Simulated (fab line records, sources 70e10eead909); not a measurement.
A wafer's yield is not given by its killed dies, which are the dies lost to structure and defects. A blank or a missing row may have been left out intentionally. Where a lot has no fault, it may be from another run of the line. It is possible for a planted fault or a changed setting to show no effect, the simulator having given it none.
fab line records + flow nand_harc
[record]
- lots = 14
- wafers = 42
- last_day = 33
route steps=1302 shown P_BONDPAD@381 A_ZERO_WELL@404 A_ONON_D1@424
lots that met no fault: from a run of the same line without faults
start_h: hours from the record's opening day to when the first of the lot's shown wafers began + wait_h: hours elapsed since this lot's preceding step + " as in the row above + L1.1+2: one row covering several wafers at once + - no value present, or no start provided + * or withheld: withheld + < > ~ a bound
route shown NAME@n: names a module that has steps shown in the file, with the first one's number in the route + usual: mean/standard deviation of fault-free wafers + same: alike in all rows + chamber/n: place in a boat + sites: readings site by site + _std_site: standard deviation of those values + _edge_site: outer sites' mean less inner sites' + radius_mm: for every site, how far away it sits from the centre of the wafer + mask NAME#n: copy n + behind: the tool/chamber that last shaped the wafer + hold: why the lot was held/for how many hours/how that ended + device: the n, p or np transistor that did not switch + end of line: tests of these same wafers at the route's end + step lacking rows: just its recipe + killed: dies that structure and defects cost at the first sort, which is not the same as the wafer's yield + map: a wafer's dies, marking killed ones x, the rest . and places with no die _
set.NAME: the setting that was run; set.NAME@STEP: the one run at that earlier step + model.NAME: the simulator's own value behind a step, which no gauge read
steps of the route over a sample of lots; a table a step, a row a wafer
services: from which hour (start_h, from the record's first day; less than 0 if before it) a tool's chamber was out of use, for how many hours, and why
[[steps]]
[step NHARC_P_BONDPAD_THK_MEAS_20]
[recipe]
- thk_meas_gauge = xrf
[usual]
- thk_nm = 160.7/1.9
| lot.wafer | tool          | chamber | start_h | wait_h | thk_nm |
|-----------|---------------|---------|---------|--------|--------|
| L897.2    | film_metro-01 | -       | 141.04  | -      | 160.6  |
| L897.3    | "             | -       | "       | "      | 162.6  |
| L897.4    | "             | -       | "       | "      | 161.3  |
| L901.1    | film_metro-02 | -       | 185.88  | -      | 155.7  |
| L901.3    | "             | -       | "       | "      | 160.6  |
| L901.6    | "             | -       | "       | "      | 160.5  |
| L903.2    | film_metro-02 | -       | 194.98  | -      | 160.6  |
| L903.4    | "             | -       | "       | "      | 162.0  |
| L903.5    | "             | -       | "       | "      | 163.6  |
| L909.1    | film_metro-01 | -       | 254.98  | -      | 160.3  |
| L909.2    | "             | -       | "       | "      | 164.7  |
| L909.4    | "             | -       | "       | "      | 163.6  |
| L912.3    | film_metro-02 | -       | 279.41  | -      | 161.4  |
| L912.5    | "             | -       | "       | "      | 161.2  |
| L912.6    | "             | -       | "       | "      | 159.0  |
| L911.3    | film_metro-02 | -       | 280.22  | -      | 159.3  |
| L911.5    | "             | -       | "       | "      | 159.4  |
| L911.6    | "             | -       | "       | "      | 162.1  |
| L910.1    | film_metro-02 | -       | 282.77  | -      | 161.7  |
| L910.3    | "             | -       | "       | "      | 162.1  |
| L910.6    | "             | -       | "       | "      | 161.1  |
| L913.4    | film_metro-02 | -       | 300.15  | -      | 162.1  |
| L913.5    | "             | -       | "       | "      | 160.9  |
| L913.6    | "             | -       | "       | "      | 159.7  |
| L914.1    | film_metro-01 | -       | 307.72  | -      | 158.1  |
| L914.3    | "             | -       | "       | "      | 162.8  |
| L914.5    | "             | -       | "       | "      | 159.0  |
| L915.2    | film_metro-02 | -       | 314.66  | -      | 156.4  |
| L915.4    | "             | -       | "       | "      | 161.0  |
| L915.6    | "             | -       | "       | "      | 163.2  |
| L918.1    | film_metro-02 | -       | 342.91  | -      | 162.5  |
| L918.3    | "             | -       | "       | "      | 163.4  |
| L918.5    | "             | -       | "       | "      | 162.2  |
| L917.1    | film_metro-01 | -       | 343.37  | -      | 160.0  |
| L917.3    | "             | -       | "       | "      | 158.5  |
| L917.4    | "             | -       | "       | "      | 160.1  |
| L919.1    | film_metro-02 | -       | 359.48  | -      | 159.4  |
| L919.2    | "             | -       | "       | "      | 159.5  |
| L919.5    | "             | -       | "       | "      | 162.6  |
| L920.2    | film_metro-01 | -       | 364.69  | -      | 160.0  |
| L920.3    | "             | -       | "       | "      | 158.5  |
| L920.4    | "             | -       | "       | "      | 163.2  |
[step NHARC_A_ZERO_WELL_ETCH_19]
[recipe]
- target_depth_a = 800
- overetch_a = 240
- time_s = 87.88
- ion_energy_ev = 200
- n2_flow_sccm = 150
- h2_flow_sccm = 150
- ar_flow_sccm = 0
- rf_w = 400
- bias_w = 150
- chemistry = N2/H2
[usual]
- drypump_motor_current_A = 5.7/0.46
- oes_product_au = 1.002/0.01
- rf_vpp_V = 431.5/2.1
- showerhead_plenum_p_Torr = 2.08/0.066
- throttle_valve_pct = 14.173/0.0087
| lot.wafer | tool        | chamber | start_h | wait_h | drypump_motor_current_A | oes_product_au | rf_hours_counter_h | rf_vpp_V | showerhead_plenum_p_Torr | throttle_valve_pct |
|-----------|-------------|---------|---------|--------|-------------------------|----------------|--------------------|----------|--------------------------|--------------------|
| L897.2    | rie_diel-04 | 1       | 142.78  | 0.1    | 6.4                     | 0.996          | 5                  | 430.6    | 2.05                     | 14.175             |
| L897.4    | "           | 2       | "       | "      | 5.2                     | 1.010          | 5                  | 432.8    | 2.13                     | 14.157             |
| L897.3    | "           | 3       | "       | "      | 5.6                     | 1.002          | 5                  | 432.7    | 2.12                     | 14.167             |
| L901.1    | rie_diel-09 | 0       | 187.76  | 0.1    | 5.2                     | 1.002          | 7                  | 430.9    | 2.02                     | 14.170             |
| L901.3    | "           | 1       | "       | "      | 6.5                     | 0.997          | 10                 | 435.8    | 2.20                     | 14.164             |
| L901.6    | "           | 0       | "       | "      | 5.2                     | 1.010          | -                  | 428.9    | 2.02                     | 14.184             |
| L903.2    | rie_diel-04 | 1       | 196.84  | 0.1    | 6.4                     | 1.013          | 0                  | 430.7    | 2.05                     | 14.171             |
| L903.4    | "           | 2       | "       | "      | 5.3                     | 0.997          | 0                  | 433.8    | 2.13                     | 14.172             |
| L903.5    | "           | 0       | "       | "      | 5.6                     | 1.003          | -                  | 432.0    | 2.08                     | 14.181             |
| L909.2    | rie_diel-08 | 0       | 256.72  | 0.1    | 5.8                     | 1.006          | 9                  | 427.9    | 1.97                     | 14.156             |
| L909.1    | "           | 1       | "       | "      | 6.1                     | 1.012          | 9                  | 428.1    | 1.97                     | 14.180             |
| L909.4    | "           | 3       | "       | "      | 5.2                     | 0.988          | 9                  | 434.0    | 2.16                     | 14.165             |
| L912.3    | rie_diel-09 | 3       | 281.19  | 0.1    | 5.0                     | 1.010          | 47                 | 428.0    | 1.98                     | 14.174             |
| L912.6    | "           | 2       | "       | "      | 6.5                     | 1.017          | -                  | 428.9    | 1.99                     | 14.171             |
| L912.5    | "           | 3       | "       | "      | 5.0                     | 1.009          | -                  | 428.9    | 1.98                     | 14.186             |
| L911.3    | rie_diel-04 | 1       | 282.01  | 0.1    | 6.4                     | 1.004          | 2                  | 431.6    | 2.05                     | 14.187             |
| L911.5    | "           | 2       | "       | "      | 5.3                     | 1.007          | -                  | 432.6    | 2.12                     | 14.153             |
| L911.6    | "           | 3       | "       | "      | 5.6                     | 0.999          | -                  | 434.2    | 2.12                     | 14.171             |
| L910.3    | rie_diel-08 | 1       | 284.56  | 0.1    | 6.2                     | 1.007          | 13                 | 428.7    | 1.97                     | 14.175             |
| L910.1    | "           | 3       | "       | "      | 5.3                     | 0.992          | 14                 | 434.0    | 2.16                     | 14.172             |
| L910.6    | "           | 1       | "       | "      | 6.2                     | 1.002          | -                  | 427.9    | 1.97                     | 14.181             |
| L913.4    | rie_diel-04 | 1       | 301.80  | 0.1    | 6.4                     | 0.994          | 3                  | 430.9    | 2.05                     | 14.190             |
| L913.5    | "           | 3       | "       | "      | 5.6                     | 0.976          | -                  | 433.4    | 2.12                     | 14.164             |
| L913.6    | "           | 0       | "       | "      | 5.6                     | 0.993          | -                  | 432.2    | 2.08                     | 14.161             |
| L914.3    | rie_diel-04 | 1       | 309.60  | 0.1    | 6.4                     | 0.991          | 4                  | 430.8    | 2.05                     | 14.171             |
| L914.1    | "           | 3       | "       | "      | 5.6                     | 0.983          | 4                  | 432.2    | 2.12                     | 14.168             |
| L914.5    | "           | 1       | "       | "      | 6.4                     | 0.995          | -                  | 431.3    | 2.05                     | 14.166             |
| L915.2    | rie_diel-04 | 1       | 316.43  | 0.1    | 6.4                     | 0.987          | 4                  | 431.2    | 2.05                     | 14.185             |
| L915.4    | "           | 0       | "       | "      | 5.6                     | 0.997          | -                  | 431.7    | 2.08                     | 14.170             |
| L915.6    | "           | 1       | "       | "      | 6.4                     | 0.998          | -                  | 430.6    | 2.05                     | 14.176             |
| L918.1    | rie_diel-04 | 3       | 344.65  | 0.1    | 5.6                     | 1.001          | 5                  | 433.8    | 2.12                     | 14.180             |
| L918.3    | "           | 0       | "       | "      | 5.6                     | 1.002          | 4                  | 430.9    | 2.08                     | 14.170             |
| L918.5    | "           | 3       | "       | "      | 5.6                     | 1.008          | -                  | 432.8    | 2.12                     | 14.168             |
| L917.3    | rie_diel-04 | 2       | 345.12  | 0.1    | 5.3                     | 0.979          | 4                  | 432.3    | 2.12                     | 14.165             |
| L917.1    | "           | 3       | "       | "      | 5.6                     | 0.999          | 5                  | 433.4    | 2.12                     | 14.164             |
| L917.4    | "           | 0       | "       | "      | 5.6                     | 1.004          | 4                  | 431.3    | 2.08                     | 14.170             |
| L919.1    | rie_diel-09 | 3       | 361.29  | 0.1    | 5.0                     | 1.005          | 12                 | 428.6    | 1.97                     | 14.161             |
| L919.2    | "           | 1       | "       | "      | 6.4                     | 1.020          | 14                 | 433.3    | 2.17                     | 14.172             |
| L919.5    | "           | 3       | "       | "      | 5.0                     | 0.995          | -                  | 429.0    | 1.97                     | 14.164             |
| L920.3    | rie_diel-08 | 2       | 366.43  | 0.1    | 6.2                     | 0.997          | 31                 | 432.9    | 2.14                     | 14.176             |
| L920.4    | "           | 0       | "       | "      | 5.7                     | 1.019          | 31                 | 427.7    | 1.96                     | 14.164             |
| L920.2    | "           | 1       | "       | "      | 6.2                     | 1.012          | 30                 | 427.9    | 1.96                     | 14.184             |
[step NHARC_A_ONON_D1_DEP_00]
[recipe]
- target_thk_a = 10000
- n2_flow_sccm = 2750
- n2o_flow_sccm = 2000
- nh3_flow_sccm = 500
- sih4_flow_sccm = 210
- temp_c = 400
| lot.wafer  | tool          | chamber | start_h | wait_h |
|------------|---------------|---------|---------|--------|
| L897.2+3+4 | pecvd_onon-01 | 0       | 164.04  | 0.1    |
| L901.1+3+6 | pecvd_onon-01 | 0       | 209.37  | 0.1    |
| L903.2+4+5 | pecvd_onon-01 | 0       | 218.01  | 0.1    |
| L909.1+2+4 | pecvd_onon-02 | 0       | 279.56  | 0.1    |
| L912.3+5+6 | pecvd_onon-01 | 0       | 301.95  | 0.2    |
| L911.3+5+6 | pecvd_onon-04 | 0       | 302.00  | 0.2    |
| L910.1+3+6 | pecvd_onon-01 | 0       | 306.28  | 0.1    |
| L913.4+5+6 | pecvd_onon-01 | 0       | 323.87  | 0.2    |
| L914.1+3+5 | pecvd_onon-01 | 0       | 332.10  | 0.1    |
| L915.2+4+6 | pecvd_onon-01 | 0       | 339.97  | 0.1    |
| L918.1+3+5 | pecvd_onon-01 | 0       | 367.05  | 0.1    |
| L917.1+3+4 | pecvd_onon-04 | 0       | 367.10  | 0.1    |
| L919.1+2+5 | pecvd_onon-04 | 0       | 382.99  | 0.1    |
| L920.2+3+4 | pecvd_onon-04 | 0       | 388.87  | 0.1    |
[step NHARC_A_ONON_D1_THK_MEAS_02]
[recipe]
- thk_meas_gauge = ellipsometry
[usual]
- thk_nm = 1001/10
| lot.wafer | tool          | chamber | start_h | wait_h | thk_nm |
|-----------|---------------|---------|---------|--------|--------|
| L897.2    | film_metro-01 | -       | 164.50  | -      | 997    |
| L897.3    | "             | -       | "       | "      | 999    |
| L897.4    | "             | -       | "       | "      | 1000   |
| L901.1    | film_metro-02 | -       | 209.88  | -      | 682    |
| L901.3    | "             | -       | "       | "      | 987    |
| L901.6    | "             | -       | "       | "      | 681    |
| L903.2    | film_metro-01 | -       | 218.46  | -      | 694    |
| L903.4    | "             | -       | "       | "      | 1001   |
| L903.5    | "             | -       | "       | "      | 1001   |
| L909.1    | film_metro-01 | -       | 280.07  | -      | 994    |
| L909.2    | "             | -       | "       | "      | 995    |
| L909.4    | "             | -       | "       | "      | 995    |
| L912.3    | film_metro-02 | -       | 302.34  | -      | 996    |
| L912.5    | "             | -       | "       | "      | 996    |
| L912.6    | "             | -       | "       | "      | 997    |
| L911.3    | film_metro-01 | -       | 302.39  | -      | 999    |
| L911.5    | "             | -       | "       | "      | 999    |
| L911.6    | "             | -       | "       | "      | 1000   |
| L910.1    | film_metro-01 | -       | 306.79  | -      | 995    |
| L910.3    | "             | -       | "       | "      | 994    |
| L910.6    | "             | -       | "       | "      | 998    |
| L913.4    | film_metro-01 | -       | 324.21  | -      | 1003   |
| L913.5    | "             | -       | "       | "      | 1002   |
| L913.6    | "             | -       | "       | "      | 1003   |
| L914.1    | film_metro-02 | -       | 332.61  | -      | 985    |
| L914.3    | "             | -       | "       | "      | 989    |
| L914.5    | "             | -       | "       | "      | 988    |
| L915.2    | film_metro-02 | -       | 340.42  | -      | 1028   |
| L915.4    | "             | -       | "       | "      | 1029   |
| L915.6    | "             | -       | "       | "      | 1031   |
| L918.1    | film_metro-02 | -       | 367.56  | -      | 1010   |
| L918.3    | "             | -       | "       | "      | 1012   |
| L918.5    | "             | -       | "       | "      | 1012   |
| L917.1    | film_metro-01 | -       | 367.61  | -      | 1000   |
| L917.3    | "             | -       | "       | "      | 1001   |
| L917.4    | "             | -       | "       | "      | 998    |
| L919.1    | film_metro-01 | -       | 383.50  | -      | 1005   |
| L919.2    | "             | -       | "       | "      | 1003   |
| L919.5    | "             | -       | "       | "      | 1003   |
| L920.2    | film_metro-02 | -       | 389.32  | -      | 995    |
| L920.3    | "             | -       | "       | "      | 993    |
| L920.4    | "             | -       | "       | "      | 994    |
[[services]]
| tool          | chamber | start_h | hours | kind   |
|---------------|---------|---------|-------|--------|
| rie_diel-09   | 3       | 124.89  | 2.8   | repair |
| rie_diel-09   | 2       | 127.93  | 1.3   | repair |
| pecvd_onon-04 | -       | 130.34  | 13.0  | pm     |
| rie_diel-04   | -       | 133.97  | 0.6   | repair |
| rie_diel-09   | 1       | 137.16  | 15.2  | repair |
| rie_diel-09   | 3       | 142.93  | 8.4   | repair |
| rie_diel-09   | -       | 143.14  | 9.0   | pm     |
| rie_diel-04   | -       | 177.90  | 9.0   | pm     |
| rie_diel-09   | -       | 183.76  | 1.0   | repair |
| rie_diel-08   | -       | 190.80  | 9.0   | pm     |
| rie_diel-04   | -       | 208.59  | 0.2   | repair |
| rie_diel-09   | -       | 216.20  | 0.2   | repair |
| rie_diel-04   | 2       | 234.93  | 11.8  | repair |
| rie_diel-04   | 0       | 252.46  | 4.2   | repair |
| rie_diel-09   | -       | 265.21  | 0.2   | repair |
| pecvd_onon-01 | -       | 269.00  | 13.0  | pm     |
| rie_diel-04   | 2       | 304.78  | 22.5  | repair |
| rie_diel-04   | 0       | 310.46  | 4.5   | repair |
| pecvd_onon-04 | -       | 311.34  | 13.0  | pm     |
| rie_diel-04   | 3       | 319.01  | 5.8   | repair |
| rie_diel-09   | -       | 320.14  | 9.0   | pm     |
| rie_diel-04   | -       | 352.16  | 0.8   | repair |
| rie_diel-04   | -       | 354.90  | 9.0   | pm     |
| rie_diel-08   | -       | 367.80  | 9.0   | pm     |
[[key]]
[first_sign]
- step = NHARC_A_ONON_D1_THK_MEAS_02
- reading = thk_nm
- direction = down
- sigmas = 31
- usual = 1001
- struck = 686
effect none on later readings
met_at NHARC_A_ONON_D1_DEP_00
struck_lots L901,L903
struck_wafers L901.1,L901.6,L903.2
later_rows_left_out L901.1,L901.6,L903.2
sort_left_out L901.1,L901.6,L903.2
tester_left_out L901,L903
not_acting_at NHARC_P_BONDPAD_THK_MEAS_20,NHARC_A_ZERO_WELL_ETCH_19
onset_between 164.04 209.37
[fault]
- kind = process_parameter_drift
- tool = pecvd_onon-01
- chamber = -
- onset_h = 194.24
- steps = NHARC_A_ONON_D1_DEP_00
- channel = target_thk_a
- offset = *
- shape = step
- end_h = 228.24
- scope = struck_wafers_only
- acts_in = *
- stated = *
// tester_left_out: of these lots the tester's yield and bins aren't shown, on N5 and GAA mostly nor the transistor test; their killed dies are dies lost to structure and defects alone, not to doping, threshold or leakage, so they don't give the yield
// sort_left_out: the simulated sort isn't trusted on such a fault, so these wafers' sort isn't shown, and their yield isn't known
// later_rows_left_out: the simulator's readings of these wafers behind a module that went badly wrong aren't trusted and aren't shown, but for the sort
